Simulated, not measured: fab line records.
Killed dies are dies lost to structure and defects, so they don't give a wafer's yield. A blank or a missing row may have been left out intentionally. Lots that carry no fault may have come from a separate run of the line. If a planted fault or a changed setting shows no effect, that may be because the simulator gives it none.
Lot-split experiment ; flow n5Finfet ; on a route of 1938 steps: 7 lots, 39 wafers read

ON THE SPLIT
At N5_SDB_ALD_29 (deposits SiNx, target thk 30 nm, pulse time 1 s, ald cycles 600), the setting aldCycles was moved away from the recipe's 600 on 15 of the 39 wafers read, by -50.3% to +46.5%. For the rest of the wafers, this setting stayed at what the recipe calls for.

The reading comes from the split's own step.

THE READING
SiNx_of_SDB_ALD_29.thkNm (the simulator's own value, which no gauge read), in nm, at N5_SDB_ALD_29 (deposits SiNx, target thk 30 nm, pulse time 1 s, ald cycles 600). The file does not state a usual value for it. Average 30.0 nm, standard deviation 0.14 nm, over the 24 wafers here run with the recipe.

wafer;tool, chamber at the split;aldCycles as run;against the recipe;SiNx_of_SDB_ALD_29.thkNm, nm;against lot-mates on the recipe
L076.1;aldSin-01, 3;600;recipe;30;-
L076.2;aldSin-01, 1,3;383;-36.2%;19.2;-10.8
L076.6;aldSin-01, 1,3;383;-36.2%;19.2;-10.8
L076.3;aldSin-01, 2;600;recipe;29.8;-
L076.4;aldSin-01, 2;383;-36.2%;19;-11.0
L076.5;aldSin-01, 1;600;recipe;30.2;-
L077.1;aldSin-04, 2;600;recipe;30.2;-
L077.2;aldSin-04, 0;298;-50.3%;14.8;-15.2
L077.3;aldSin-04, 3;298;-50.3%;15;-15.0
L077.6;aldSin-04, 3;298;-50.3%;15;-15.0
L077.4;aldSin-04, 1;600;recipe;30;-
L077.5;aldSin-04, 0;600;recipe;29.8;-
L085.1;aldSin-02, 0;600;recipe;30;-
L085.5;aldSin-02, 0;600;recipe;30;-
L085.2;aldSin-02, 2,3,3;503;-16.2%;25;-4.9
L085.4;aldSin-02, 2,3,3;503;-16.2%;25;-4.9
L085.6;aldSin-02, 2,3,3;503;-16.2%;25;-4.9
L085.3;aldSin-02, 1;600;recipe;29.8;-
L086.1;aldSin-02, 0,1;879;+46.5%;44.2;+14.1
L086.6;aldSin-02, 0,1;879;+46.5%;44.2;+14.1
L086.2;aldSin-02, 3;879;+46.5%;44;+13.9
L086.3;aldSin-02, 1,0;600;recipe;30.2;-
L086.5;aldSin-02, 1,0;600;recipe;30.2;-
L086.4;aldSin-02, 2;600;recipe;30;-
L090.1;aldSin-02, 0,3,1,3,0;600;recipe;30;-
L090.2;aldSin-02, 0,3,1,3,0;600;recipe;30;-
L090.4;aldSin-02, 0,3,1,3,0;600;recipe;30;-
L090.5;aldSin-02, 0,3,1,3,0;600;recipe;30;-
L090.6;aldSin-02, 0,3,1,3,0;600;recipe;30;-
L090.3;aldSin-02, 2;600;recipe;29.8;-
L091.2;aldSin-02, 2,3,2;600;recipe;29.8;-
L091.4;aldSin-02, 2,3,2;600;recipe;29.8;-
L091.5;aldSin-02, 2,3,2;600;recipe;29.8;-
L093.1;aldSin-01, 3;600;recipe;30.2;-
L093.2;aldSin-01, 2,3;600;recipe;30;-
L093.3;aldSin-01, 2,3;600;recipe;30;-
L093.4;aldSin-01, 2;345;-42.5%;17.2;-12.9
L093.5;aldSin-01, 2;345;-42.5%;17.2;-12.9
L093.6;aldSin-01, 3;345;-42.5%;17.4;-12.7
If several chambers appear in one row, that row covers several wafers at once and the file leaves open which wafer was in which chamber.

FIT RESULTS
A straight line over all 39 wafers: SiNx_of_SDB_ALD_29.thkNm changes by +0.301 nm for each +1% of aldCycles; r = +1.00; the points scatter about the line by 0.14 nm.
The same after taking each lot's own level away (the mean of its wafers on the recipe; 39 wafers): +0.301 nm for each +1%; r = +1.00; scatter 0.11 nm.
That fit puts the effect of the largest move of aldCycles on the reading at 15 nm.
Across the lots, their own levels run from 29.80 to 30.13 nm, a range of 2.4 times the standard deviation given above.
So the lot-to-lot level changes the slope little: the two slopes agree.
Check: -15.1 nm against its lot-mates is what the line predicts for one of the wafers moved furthest among these (-50.3%) when that wafer is left out of the fit. Against them it came out at -15.2 nm.

THE OTHER SPLITS THESE WAFERS WENT THROUGH
Note: prior to the reading, these wafers also went through further splits. Each is held against what the fit with the lots' levels taken away leaves over:
other split on the same wafers;wafers away from the commonest value;r with SiNx_of_SDB_ALD_29.thkNm (lot level and that fit taken away)
N5_SPACER0_ALD_07 targetThkA;18;+0.33

THE WHOLE CHAIN: every reading that the file lists as answering this split, in the file's order
step;what it does;reading;change (the file's fit);r (the file's)
N5_SDB_ALD_29;deposits SiNx, target thk 30 nm, pulse time 1 s, ald cycles 600;SiNx_of_SDB_ALD_29.thkNm (the simulator's own value, which no gauge read);+0.301 nm for each +1% of the setting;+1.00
N5_SDB_CMP_30;polishes, stops on poly-Si, t overpolish 1.54 s, target thk 30 nm;SiNx_of_SDB_ALD_29.thkNm (the simulator's own value, which no gauge read);not straight: 14.93 at the lowest setting, 29.98 at the recipe, 29.47 at the highest;not given

THE FILE'S OWN FIT
SiNx_of_SDB_ALD_29.thkNm changes by +0.301 nm for each +1% of aldCycles, r = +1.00.
